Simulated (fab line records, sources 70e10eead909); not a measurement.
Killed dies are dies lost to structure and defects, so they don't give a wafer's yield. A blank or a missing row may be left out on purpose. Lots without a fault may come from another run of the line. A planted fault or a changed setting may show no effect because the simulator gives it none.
fab line records | flow nand_harc
record lots=6 wafers=18 last_day=33
route steps=1302 shown A_CONTACT@989 END@1302
lots that met no fault: from a run of the same line without faults
start_h: hours from the record's first day to the start of the lot's first wafer shown | wait_h: hours since the lot's step before | " the same as in the row above | L1.1+2: a row that stands for several wafers | - no value, or no start given | * or withheld: withheld | < > ~ a bound
route shown NAME@n: a module of which the file shows steps, and the number in the route of the first | usual: mean/standard deviation of fault-free wafers | same: alike in all rows | chamber/n: place in a boat | sites: the reading at each site | _std_site: their standard deviation | _edge_site: outer sites' mean less inner sites' | radius_mm: how far each site lies from the wafer's centre | mask NAME#n: copy n | behind: the tool/chamber that last shaped the wafer | hold: why the lot was held/for how many hours/how that ended | device: the transistor (n, p or np) that didn't switch | end of line: the same wafers' tests at the end of the route | a step without rows: its recipe alone | killed: dies lost to structure and defects at the first sort, not the wafer's yield | map: a wafer's dies, x killed, . not, _ none there
set.NAME: the setting as run; set.NAME@STEP: as run at that earlier step | model.NAME: the simulator's own value behind a step, which no gauge read
lots at some steps of the route; a table a step, a row a wafer
services: from which hour (start_h, from the record's first day; less than 0 if before it) a tool's chamber was out of use, for how many hours, and why
## steps
# step NHARC_A_CONTACT_COAT_34
# recipe temp_c=260 time_s=75
# step NHARC_A_CONTACT_COAT_35
# recipe temp_c=225 time_s=65
# step NHARC_A_CONTACT_COAT_36
# recipe spin_rpm=1500 resist_thk_nm=90
# step NHARC_A_CONTACT_SOFTBAKE_37
# recipe temp_c=105 time_s=55
# step NHARC_A_CONTACT_EBR_38
# step NHARC_A_CONTACT_EXPOSE_39
# recipe na=1.35 sigma_outer=0.8 dose_mj=58.79 mask_id=A_CC_3
# step NHARC_A_CONTACT_PEB_40
# recipe peb_temp_c=100 peb_time_s=65
# step NHARC_A_CONTACT_DEVELOP_41
# recipe develop_time_s=35 dev_temp_c=23
# step NHARC_A_CONTACT_CD_MEAS_42
# recipe target_cd_nm=300 landing_energy_ev=500
# usual cd_nm=299.9/0.37
# columns lot.wafer tool chamber start_h wait_h cd_nm
L597.1 cd_sem-03 0 504.74 - 299.7
L597.4 " 0 " " 300.2
L597.5 " 0 " " 299.3
L606.3 cd_sem-02 0 581.06 - 300.0
L606.4 " 0 " " 300.2
L606.5 " 0 " " 299.6
L604.1 cd_sem-03 0 581.39 - 299.6
L604.4 " 0 " " 299.9
L604.6 " 0 " " 299.9
L605.3 cd_sem-03 0 590.30 - 299.8
L605.5 " 0 " " 299.6
L605.6 " 0 " " 300.1
L615.2 cd_sem-02 0 685.11 - 300.0
L615.3 " 0 " " 299.9
L615.6 " 0 " " 300.1
L617.1 cd_sem-02 0 690.74 - 299.8
L617.4 " 0 " " 299.5
L617.5 " 0 " " 299.5
# step NHARC_A_CONTACT_OVL_MEAS_43
# usual overlay_x_nm=0.2/0.61 overlay_y_nm=0.1/0.8
# columns lot.wafer tool chamber start_h wait_h overlay_x_nm overlay_y_nm
L597.1 overlay-01 - 504.83 - 0.8 -0.2
L597.4 " - " " 1.0 -0.4
L597.5 " - " " 1.5 -0.2
L606.3 overlay-02 - 581.15 - 0.0 0.4
L606.4 " - " " -0.3 0.4
L606.5 " - " " 0.4 0.5
L604.1 overlay-01 - 581.48 - 0.6 0.6
L604.4 " - " " 1.0 0.9
L604.6 " - " " 0.3 0.6
L605.3 overlay-01 - 590.38 - 1.0 0.1
L605.5 " - " " 1.2 0.2
L605.6 " - " " 0.9 0.5
L615.2 overlay-02 - 685.20 - 0.1 1.2
L615.3 " - " " -0.4 0.9
L615.6 " - " " 0.6 0.9
L617.1 overlay-01 - 690.84 - -0.2 0.1
L617.4 " - " " 0.0 0.4
L617.5 " - " " 0.7 0.1
# step NHARC_A_CONTACT_INSPECT_44
# usual raw_defect_count=90/31
# columns lot.wafer tool chamber start_h wait_h raw_defect_count
L597.1 defect_inspect-01 - 504.87 0.0 104
L597.4 " - " " 108
L597.5 " - " " 97
L606.3 defect_inspect-01 - 581.18 0.0 117
L606.4 " - " " 129
L606.5 " - " " 142
L604.1 defect_inspect-02 - 581.51 0.0 78
L604.4 " - " " 82
L604.6 " - " " 79
L605.3 defect_inspect-01 - 590.42 0.0 18
L605.5 " - " " 10
L605.6 " - " " 11
L615.2 defect_inspect-02 - 685.23 0.0 101
L615.3 " - " " 130
L615.6 " - " " 107
L617.1 defect_inspect-02 - 690.88 0.0 86
L617.4 " - " " 83
L617.5 " - " " 71
# step NHARC_A_CONTACT_DESCUM_47
# recipe time_s=3 o2_flow_sccm=200 ar_flow_sccm=0 bias_power_w=0 chemistry=O2
# usual drypump_motor_current_A=5.7/0.44 oes_product_au=1.003/0.0073 rf_vpp_V=57.8/0.87 showerhead_plenum_p_Torr=1.92/0.075 throttle_valve_pct=11.311/0.0089
# columns lot.wafer tool chamber start_h wait_h drypump_motor_current_A oes_product_au rf_hours_counter_h rf_vpp_V showerhead_plenum_p_Torr throttle_valve_pct
L597.1 rie_diel-10 1 504.93 0.1 5.9 1.009 25 59.5 2.03 11.305
L597.4 " 3 " " 5.3 1.012 25 56.7 1.92 11.313
L597.5 " 1 " " 5.8 1.001 - 56.7 2.03 11.296
L606.4 rie_diel-11 3 581.24 0.1 5.8 1.012 22 57.8 2.01 11.314
L606.3 " 2 " " 5.8 1.005 23 58.2 1.86 11.316
L606.5 " 0 " " 4.9 1.015 - 57.4 1.84 11.293
L604.1 rie_diel-10 2 581.58 0.1 6.3 1.003 52 58.6 1.82 11.332
L604.4 " 0 " " 5.9 1.008 33 56.3 1.91 11.314
L604.6 " 2 " " 6.3 0.995 - 58.3 1.82 11.324
L605.3 rie_diel-11 2 590.49 0.1 5.8 1.012 24 57.0 1.86 11.304
L605.5 " 1 " " 5.7 1.006 - 57.7 1.97 11.304
L605.6 " 2 " " 5.8 1.008 - 57.6 1.86 11.328
L615.3 rie_diel-10 2 685.29 0.1 6.3 0.996 31 57.8 1.81 11.320
L615.2 " 1 " " 5.8 0.991 30 58.4 2.01 11.314
L615.6 " 3 " " 5.3 1.005 - 57.8 1.90 11.307
L617.4 rie_diel-11 0 690.95 0.1 4.9 0.990 11 57.7 1.84 11.319
L617.1 " 2 " " 5.8 1.002 13 56.1 1.86 11.326
L617.5 " 0 " " 4.9 1.006 - 57.6 1.84 11.313
# step NHARC_A_CONTACT_ETCH_48
# recipe target_depth_a=390 over_etch_frac=0.3 time_s=65 ion_energy_ev=80 cf4_flow_sccm=150 ar_flow_sccm=0 rf_w=300 bias_w=100 chemistry=CF4
# usual drypump_motor_current_A=5.7/0.42 oes_product_au=1.002/0.0068 over_etch_frac=0.3/0 rf_fwd_power_W=296.9/1.4 rf_vpp_V=151.5/1.2 showerhead_plenum_p_Torr=1.78/0.062 throttle_valve_pct=13.285/0.0088
# columns lot.wafer tool chamber start_h wait_h drypump_motor_current_A oes_product_au over_etch_frac rf_fwd_power_W rf_hours_counter_h rf_vpp_V showerhead_plenum_p_Torr throttle_valve_pct
L597.1 rie_diel-10 0 505.02 0.1 5.9 1.008 0.3 296.5 10 151.2 1.77 13.273
L597.4 " 1 " " 5.8 1.002 0.3 297.7 25 152.0 1.87 13.286
L597.5 " 0 " " 5.9 1.000 0.3 296.3 - 151.3 1.77 13.276
L606.3 rie_diel-11 1 581.33 0.1 5.7 1.007 0.3 295.2 21 150.9 1.82 13.298
L606.4 " 2 " " 5.8 1.004 0.2226 298.7 23 150.0 1.72 13.276
L606.5 " 1 " " 5.7 0.994 0.3 294.9 - 153.7 1.82 13.276
L604.1 rie_diel-10 1 581.66 0.1 5.8 1.009 0.3 299.9 47 153.3 1.86 13.287
L604.4 " 2 " " 6.3 1.015 0.3 298.9 52 149.1 1.69 13.288
L604.6 " 1 " " 5.8 1.009 0.3 297.9 - 152.9 1.86 13.290
L605.3 rie_diel-11 2 590.59 0.1 5.8 1.011 0.2226 297.1 24 150.0 1.72 13.282
L605.5 " 2 " " 5.8 0.996 0.2226 296.7 - 151.2 1.72 13.279
L605.6 " 0 " " 4.9 1.003 0.3 297.8 - 151.5 1.71 13.289
L615.3 rie_diel-10 0 685.38 0.1 5.9 1.002 0.3 295.5 30 152.4 1.75 13.275
L615.2 " 2 " " 6.3 1.000 0.3 296.3 31 150.3 1.68 13.279
L615.6 " 0 " " 5.9 1.008 0.3 295.1 - 152.7 1.75 13.292
L617.4 rie_diel-11 1 691.02 0.1 5.7 1.008 0.3 297.0 14 154.1 1.81 13.288
L617.1 " 0 " " 4.9 0.999 0.3 299.0 11 149.7 1.70 13.286
L617.5 " 2 " " 5.8 1.002 0.3 297.3 - 149.6 1.72 13.279
# step NHARC_A_CONTACT_ETCH_49
# recipe target_depth_a=2600 over_etch_frac=0.3 time_s=475.3 ion_energy_ev=200 n2_flow_sccm=150 h2_flow_sccm=150 ar_flow_sccm=0 rf_w=400 bias_w=150 chemistry=N2/H2
# usual drypump_motor_current_A=5.7/0.43 oes_product_au=1.001/0.0072 over_etch_frac=0.3/0 rf_fwd_power_W=399.6/1.2 rf_vpp_V=430.8/2.3 showerhead_plenum_p_Torr=2.05/0.077 throttle_valve_pct=14.171/0.0097
# columns lot.wafer tool chamber start_h wait_h drypump_motor_current_A oes_product_au over_etch_frac rf_fwd_power_W rf_hours_counter_h rf_vpp_V showerhead_plenum_p_Torr throttle_valve_pct
L597.1 rie_diel-10 0 - - 5.9 1.001 0.3 399.2 10 430.4 2.04 14.190
L597.4 " 3 " " 5.4 1.008 0.3 399.3 26 431.9 2.05 14.179
L597.5 " 0 " " 5.9 1.001 0.3 399.1 - 430.2 2.04 14.173
L606.3 rie_diel-11 0 - - 5.0 1.006 0.3 400.0 21 429.5 1.96 14.177
L606.4 " 3 " " 5.8 0.995 0.3 399.5 22 434.5 2.15 14.156
L606.5 " 1 " " 5.7 0.997 0.3 398.3 - 434.0 2.10 14.178
L604.1 rie_diel-10 2 - - 6.3 1.003 0.3 400.4 52 427.8 1.93 14.172
L604.4 " 0 " " 5.9 1.007 0.3 401.3 34 430.8 2.03 14.161
L604.6 " 3 " " 5.4 1.003 0.3 398.9 - 431.1 2.04 14.167
L605.3 rie_diel-11 2 - - 5.8 1.018 0.3 399.4 24 429.4 1.98 14.175
L605.6 " 0 " " 4.9 1.016 0.3 399.7 - 428.0 1.96 14.163
L605.5 " 1 " " 5.7 1.003 0.3 401.7 - 432.4 2.10 14.164
L615.3 rie_diel-10 0 - - 5.9 1.002 0.3 398.3 30 430.2 2.02 14.174
L615.2 " 2 " " 6.4 1.008 0.3 399.4 31 426.8 1.92 14.178
L615.6 " 0 " " 5.9 1.003 0.3 398.9 - 429.4 2.02 14.168
L617.1 rie_diel-11 2 - - 5.8 1.011 0.3 398.2 14 429.1 1.98 14.198
L617.4 " 3 " " 5.9 0.978 0.3 400.4 12 432.7 2.14 14.165
L617.5 " 3 " " 5.8 1.002 0.3 399.2 - 434.1 2.14 14.166
# step NHARC_END_SORT_01
# recipe temp_c=25
# usual killed_at_array=63/18 killed_at_other=1.1/1.3 killed_at_periphery=4.3/2.8 killed_dies=68/18 killed_open=3.3/2 killed_short=2.4/1.6
# same gross_dies=677
# columns lot.wafer tool chamber start_h wait_h killed_at_array killed_at_other killed_at_periphery killed_dies killed_open killed_short
L605.3 prober-01 0 730.56 3.1 24 2 5 31 3 6
L605.5 prober-01 0 732.14 3.7 12 1 7 20 4 0
# killed by level:class
L605.3 A_CHANNEL_HOLE_D1:chamber_film_flake=5 P_BONDPAD:chamber_film_flake=3 A_STAIRCASE:chamber_film_flake=3 A_DECK1_JOINT:geometric_particle:short=2 A_WL_FILL:geometric_particle:short=2 A_DECK1_JOINT:chamber_film_flake=2 A_CHANNEL_HOLE_D2:unspecified=2 A_CONTACT:chamber_film_flake=2
L605.5 P_BONDPAD:chamber_film_flake=5 A_SLIT:chamber_film_flake=3 A_M0:geometric_particle:open=2 P_GATE:chamber_film_flake=2 A_STAIRCASE:chamber_film_flake=2 A_CHANNEL_FILL_D1:geometric_particle:open=1 A_ONON_D2:geometric_particle:open=1 A_ZERO_WELL:chamber_film_flake=1
## services
# columns tool chamber start_h hours kind
rie_diel-11 0 491.47 - clean
rie_diel-11 1 491.47 - clean
rie_diel-11 2 491.47 - clean
rie_diel-11 3 491.47 - clean
rie_diel-10 0 504.43 - clean
rie_diel-10 1 504.43 - clean
rie_diel-10 2 504.43 - clean
rie_diel-10 3 504.43 - clean
rie_diel-11 0 515.97 - clean
rie_diel-11 1 515.97 - clean
rie_diel-11 2 515.97 - clean
rie_diel-11 3 515.97 - clean
rie_diel-10 0 528.93 - clean
rie_diel-10 1 528.93 - clean
rie_diel-10 2 528.93 - clean
rie_diel-10 3 528.93 - clean
rie_diel-11 0 540.47 - clean
rie_diel-11 1 540.47 - clean
rie_diel-11 2 540.47 - clean
rie_diel-11 3 589.56 5.1 repair
rie_diel-10 - 598.20 9.0 pm
rie_diel-11 - 610.46 9.0 pm
rie_diel-11 0 623.90 8.0 repair
rie_diel-10 3 627.91 2.3 repair
## key
first_sign step=NHARC_A_CONTACT_ETCH_48 reading=over_etch_frac direction=down sigmas=99+ usual=0.3 struck=0.2226
effect none on later readings
met_at NHARC_A_CONTACT_ETCH_48
struck_wafers L605.3,L605.5,L606.4
tester_left_out L605,L606
fault kind=process_parameter_drift tool=rie_diel-11 chamber=2 onset_h=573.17 steps=NHARC_A_CONTACT_ETCH_48 channel=over_etch_frac offset=-0.077404 shape=step end_h=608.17 acts_in=these_recipes_only stated=0.3
# tester_left_out: of these lots the tester's yield and bins aren't shown, on N5 and GAA mostly nor the transistor test; their killed dies are dies lost to structure and defects alone, not to doping, threshold or leakage, so they don't give the yield
